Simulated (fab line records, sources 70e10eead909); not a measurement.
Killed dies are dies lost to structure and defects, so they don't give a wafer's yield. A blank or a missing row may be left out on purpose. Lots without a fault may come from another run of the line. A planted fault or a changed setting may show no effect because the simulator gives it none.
Chamber matching | flow nand_harc | NHARC_A_SGD_CUT_DEP_00 on pecvd-04: 3 sister chambers
The step deposits SiNx, target thk 50 nm. 3 wafers are shown with their chamber, then 8 later ones without.

WAFERS WITH THEIR CHAMBER
wafer  | chamber | heater_power_w (W)
L084.4 | 2       | 686
L084.5 | 1       | 653
L088.4 | 0       | 707

WAFERS WITHOUT THEIR CHAMBER
wafer  | heater_power_w (W)
L088.5 | 770
L088.6 | 633
L097.1 | 756
L097.2 | 652
L097.6 | 642
L096.2 | 863
L096.3 | 818
L096.5 | 684

WHICH CHAMBER EACH WENT THROUGH
wafer  | from the rows above          | in truth
L088.5 | can't be placed: 0 or 2 or 1 | 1
L088.6 | can't be placed: 1 or 2 or 0 | 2
L097.1 | can't be placed: 0 or 2 or 1 | 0
L097.2 | can't be placed: 1 or 2 or 0 | 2
L097.6 | can't be placed: 1 or 2 or 0 | 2
L096.2 | can't be placed: 0 or 2 or 1 | 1
L096.3 | can't be placed: 0 or 2 or 1 | 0
L096.5 | can't be placed: 2 or 0 or 1 | 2
Placed correctly: 0 of 8. Can't be placed from these rows: 8 (the true chamber is among the candidates in 8). Placed wrongly: 0.
How it was worked out, from the rows above alone: a wafer's distance from a chamber is the root of the sum, over the readings, of the square of ((its reading less the chamber's mean) divided by the reading's scatter). The wafer belongs to the nearest chamber; if the next one is less than 2 further off, it can't be placed. A chamber's mean is the mean of its shown wafers. The scatter: with one shown wafer a chamber, the root of the mean of the squares of how far each hidden wafer lies from its nearest shown one.
